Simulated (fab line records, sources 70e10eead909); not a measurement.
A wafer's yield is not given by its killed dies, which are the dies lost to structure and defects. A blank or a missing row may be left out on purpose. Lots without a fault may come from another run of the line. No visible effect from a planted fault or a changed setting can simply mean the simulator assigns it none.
Which tool did it? || flow nand harc || 32 wafers from 11 lots sampled at 4 of the route's 1159 steps

## WHAT THE GAUGES READ, wafer by wafer
NHARC_A_BONDPAD_CD_MEAS_13.
{"lot": "L397", "measured": "day 18 04:07", "on": "cd sem-01", "cd nm (nm)": "498.8 496.1 500.7"}
{"lot": "L395", "measured": "day 18 04:15", "on": "cd sem-01", "cd nm (nm)": "498.6 501.3 501.6"}
{"lot": "L396", "measured": "day 18 07:13", "on": "cd sem-03", "cd nm (nm)": "500.2 502.0 501.5"}
{"lot": "L399", "measured": "day 18 14:41", "on": "cd sem-01", "cd nm (nm)": "501.1 496.4 498.5"}
{"lot": "L398", "measured": "day 18 19:31", "on": "cd sem-02", "cd nm (nm)": "498.8 497.8 501.1"}
{"lot": "L400", "measured": "day 18 19:49", "on": "cd sem-03", "cd nm (nm)": "495.1 504.2 499.8"}
{"lot": "L401", "measured": "day 20 02:45", "on": "cd sem-02", "cd nm (nm)": "497.2 498.5 501.7"}
{"lot": "L403", "measured": "day 20 03:35", "on": "cd sem-03", "cd nm (nm)": "499.3 495.3 502.6"}
{"lot": "L406", "measured": "day 20 23:13", "on": "cd sem-02", "cd nm (nm)": "503.1 501.5 498.8"}
{"lot": "L410", "measured": "day 21 09:10", "on": "cd sem-02", "cd nm (nm)": "497.7 498.9"}
{"lot": "L418", "measured": "day 24 04:02", "on": "cd sem-02", "cd nm (nm)": "500.9 497.4 499.4"}

## TOOL THAT RAN EACH LOT (tool first, then ch and the chambers of the sampled wafers, then the start)
{"lot": "L397", "NHARC_A_M1_PRE_CLEAN_32": "pecvd-02 ch 0,2, day 18 01:39", "NHARC_A_BONDPAD_DESCUM_11": "rie diel-03 ch 1,2,3, day 18 03:45", "NHARC_A_BONDPAD_ETCH_12": "rie diel-03 ch 1,2, day 18 03:59"}
{"lot": "L395", "NHARC_A_M1_PRE_CLEAN_32": "pecvd-01 ch 1,2, day 18 01:51", "NHARC_A_BONDPAD_DESCUM_11": "rie diel-03 ch 1,2,3, day 18 03:56", "NHARC_A_BONDPAD_ETCH_12": "rie diel-03 ch 1,2, day 18 04:07"}
{"lot": "L396", "NHARC_A_M1_PRE_CLEAN_32": "pecvd-02 ch 1,2, day 18 04:50", "NHARC_A_BONDPAD_DESCUM_11": "rie diel-03 ch 0,3, day 18 06:54", "NHARC_A_BONDPAD_ETCH_12": "rie diel-03 ch 0,2,3, day 18 07:05"}
{"lot": "L399", "NHARC_A_M1_PRE_CLEAN_32": "pecvd-02 ch 0,1,2, day 18 12:17", "NHARC_A_BONDPAD_DESCUM_11": "rie diel-03 ch 1,3, day 18 14:22", "NHARC_A_BONDPAD_ETCH_12": "rie diel-03 ch 1,2, day 18 14:32"}
{"lot": "L398", "NHARC_A_M1_PRE_CLEAN_32": "pecvd-02 ch 0,2, day 18 17:01", "NHARC_A_BONDPAD_DESCUM_11": "rie diel-03 ch 0,1, day 18 19:11", "NHARC_A_BONDPAD_ETCH_12": "rie diel-03 ch 0,1,2, day 18 19:23"}
{"lot": "L400", "NHARC_A_M1_PRE_CLEAN_32": "pecvd-03 ch 0,1, day 18 17:22", "NHARC_A_BONDPAD_DESCUM_11": "rie diel-03 ch 0,1,2, day 18 19:25", "NHARC_A_BONDPAD_ETCH_12": "rie diel-03 ch 1,2,3, day 18 19:40"}
{"lot": "L401", "NHARC_A_M1_PRE_CLEAN_32": "pecvd-03 ch 0,1, day 20 00:06", "NHARC_A_BONDPAD_DESCUM_11": "rie diel-03 ch 1,3, day 20 02:23", "NHARC_A_BONDPAD_ETCH_12": "rie diel-03 ch 0,1, day 20 02:35"}
{"lot": "L403", "NHARC_A_M1_PRE_CLEAN_32": "pecvd-02 ch 0,1, day 20 01:19", "NHARC_A_BONDPAD_DESCUM_11": "rie diel-03 ch 0,2,3, day 20 03:17", "NHARC_A_BONDPAD_ETCH_12": "rie diel-03 ch 0,1, day 20 03:26"}
{"lot": "L406", "NHARC_A_M1_PRE_CLEAN_32": "pecvd-01 ch 1,2, day 20 20:58", "NHARC_A_BONDPAD_DESCUM_11": "rie diel-03 ch 0,2,3, day 20 22:55", "NHARC_A_BONDPAD_ETCH_12": "rie diel-03 ch 0,3, day 20 23:05"}
{"lot": "L410", "NHARC_A_M1_PRE_CLEAN_32": "pecvd-02 ch 0,1, day 21 06:55", "NHARC_A_BONDPAD_DESCUM_11": "rie diel-03 ch 0,1, day 21 08:52", "NHARC_A_BONDPAD_ETCH_12": "rie diel-03 ch 2,3, day 21 09:01"}
{"lot": "L418", "NHARC_A_M1_PRE_CLEAN_32": "pecvd-02 ch 0,1,2, day 24 01:46", "NHARC_A_BONDPAD_DESCUM_11": "rie diel-03 ch 1,2,3, day 24 03:44", "NHARC_A_BONDPAD_ETCH_12": "rie diel-03 ch 1,2, day 24 03:54"}
- NHARC_A_M1_PRE_CLEAN_32: time 12 s.
- NHARC_A_BONDPAD_DESCUM_11: chemistry O2, time 3 s.
- NHARC_A_BONDPAD_ETCH_12: etches the open film in CHF3/O2, target depth 220 nm, time 110 s.

## THE ANSWER, worked out from the rows above alone
Rule: usual is defined by the lots themselves. The widest of any qualifying gaps counts: lots, ordered by their means at a reading, are off when they make up no more than a third of the lots, leave a main group of 4 or more, and stand apart from it by 3 or more times the standard deviation of that group's means. If all means in a main group match to the digits the tables above print for the reading, that group is not used. Also off: a lot with no number at a reading for which 4 or more lots have one. The other lots that the step has rows for count as sound.
No lot is off on any of the readings shown, so nothing can be concluded from this.

## WHAT THE SIMULATOR HAD INSERTED
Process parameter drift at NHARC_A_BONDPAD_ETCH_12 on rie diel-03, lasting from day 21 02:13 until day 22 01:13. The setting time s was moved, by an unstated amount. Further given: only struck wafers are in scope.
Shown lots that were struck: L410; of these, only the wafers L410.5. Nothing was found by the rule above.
